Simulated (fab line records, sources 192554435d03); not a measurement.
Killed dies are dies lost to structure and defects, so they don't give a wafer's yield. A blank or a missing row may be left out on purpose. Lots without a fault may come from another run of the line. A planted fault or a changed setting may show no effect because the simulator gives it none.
Which tool did it? | flow n5_finfet | 11 lots, 33 wafers sampled, at 6 steps of a route of 1938

WHAT THE GAUGES READ, wafer by wafer
N5_BEOL_M3_INSPECT_59: inspects for defects (darkfield).
lot  | measured     | on                | raw_defect_count
L075 | day 8 20:03  | defect_inspect-02 | 68 62 109
L077 | day 9 06:17  | defect_inspect-02 | 106 102 82
L079 | day 9 10:31  | defect_inspect-02 | 122 69 70
L083 | day 10 13:20 | defect_inspect-02 | 79 79 79
L080 | day 11 07:40 | defect_inspect-02 | 76 36 81
L085 | day 11 15:24 | defect_inspect-02 | 51 110 84
L087 | day 12 03:59 | defect_inspect-01 | 45 56 73
L089 | day 12 21:34 | defect_inspect-01 | 55 85 62
L090 | day 13 08:28 | defect_inspect-02 | 58 92 56
L093 | day 13 18:41 | defect_inspect-02 | 74 79 63
L096 | day 14 10:22 | defect_inspect-02 | 63 42 39

WHICH TOOL RAN EACH LOT (tool, then ch and the chambers of the sampled wafers, then the start)
lot  | N5_BEOL_M3_HM_OPEN_17             | N5_BEOL_M3_STRIP_19                | N5_BEOL_M3_ETCH_77                 | N5_BEOL_M3_PRE_CLEAN_45      | N5_BEOL_M3_ANNEAL_51
L075 | rie_metal-01 ch 0,1, day 8 08:22  | rie_diel-03 ch 0,1,3, day 8 08:33  | rie_diel-03 ch 2,3, day 8 09:14    | pvd_sputter-03, day 8 16:32  | rtp_anneal-01 ch 0, day 8 19:15
L077 | rie_metal-02 ch 0,1, day 8 14:12  | rie_diel-03 ch 1,2,3, day 8 14:19  | rie_diel-02 ch 2,3, day 8 14:52    | pvd_sputter-02, day 9 02:56  | rtp_anneal-02 ch 0, day 9 05:25
L079 | rie_metal-02 ch 1, day 8 20:16    | rie_diel-03 ch 0,2,3, day 8 20:24  | rie_diel-03 ch 1,3, day 8 21:05    | pvd_sputter-03, day 9 06:34  | rtp_anneal-02 ch 0, day 9 09:38
L083 | rie_metal-01 ch 0,1, day 9 21:38  | rie_diel-06 ch 1,2,3, day 9 21:55  | rie_diel-02 ch 0,1,2, day 9 22:28  | pvd_sputter-01, day 10 08:08 | rtp_anneal-02 ch 0, day 10 12:26
L080 | rie_metal-03 ch 0,1, day 10 01:48 | rie_diel-02 ch 0,1, day 10 01:55   | rie_diel-02 ch 0,1,2, day 10 03:04 | pvd_sputter-01, day 10 21:38 | rtp_anneal-02 ch 0, day 11 06:43
L085 | rie_metal-03 ch 0,1, day 10 16:30 | rie_diel-02 ch 1,2,3, day 10 16:37 | rie_diel-06 ch 0,2,3, day 10 17:29 | pvd_sputter-03, day 11 11:37 | rtp_anneal-01 ch 0, day 11 14:21
L087 | rie_metal-01 ch 0,1, day 11 02:43 | rie_diel-06 ch 0,1, day 11 02:49   | rie_diel-02 ch 0,1,2, day 11 03:22 | pvd_sputter-03, day 11 22:50 | rtp_anneal-02 ch 0, day 12 03:07
L089 | rie_metal-02 ch 0, day 11 17:58   | rie_diel-02 ch 1,2,3, day 11 18:14 | rie_diel-02 ch 0,2,3, day 11 18:47 | pvd_sputter-01, day 12 16:32 | rtp_anneal-01 ch 0, day 12 20:25
L090 | rie_metal-02 ch 1, day 11 23:08   | rie_diel-03 ch 0,3, day 11 23:15   | rie_diel-03 ch 1,2, day 11 23:48   | pvd_sputter-01, day 13 04:39 | rtp_anneal-01 ch 0, day 13 07:35
L093 | rie_metal-01 ch 0,1, day 12 20:14 | rie_diel-06 ch 0,1,2, day 12 20:23 | rie_diel-06 ch 1,2,3, day 12 21:04 | pvd_sputter-02, day 13 15:12 | rtp_anneal-02 ch 0, day 13 17:55
L096 | rie_metal-01 ch 0,1, day 13 01:29 | rie_diel-03 ch 0,1, day 13 01:36   | rie_diel-02 ch 0,1,3, day 13 02:09 | pvd_sputter-01, day 14 06:23 | rtp_anneal-02 ch 0, day 14 09:29
- N5_BEOL_M3_HM_OPEN_17: chemistry Cl2/BCl3, target TiN, target depth 20 nm, overetch 6 nm.
- N5_BEOL_M3_STRIP_19: strips in O2.
- N5_BEOL_M3_ETCH_77: etches underlayer in N2/H2, target depth 6.5 nm, time 5.2 s.
- N5_BEOL_M3_PRE_CLEAN_45: time 30 s.
- N5_BEOL_M3_ANNEAL_51: time 90 s.

THE ANSWER, worked out from the rows above alone
Rule: what is usual is taken from the lots themselves. Put in order of their means at a reading, lots are off if they are a third of the lots or fewer, leave a main group of 4 or more, and stand apart from it by a gap of 3 or more times the standard deviation of the main group's means; of several such gaps the widest counts. A main group whose means are all the same, to the digits that the tables above print for the reading, isn't used. A lot without any number at a reading at which 4 lots or more have one is off too. The other lots that the step has rows for count as sound.
No lot is off at any reading shown: from this, nothing can be told.

WHAT THE SIMULATOR HAD PUT IN
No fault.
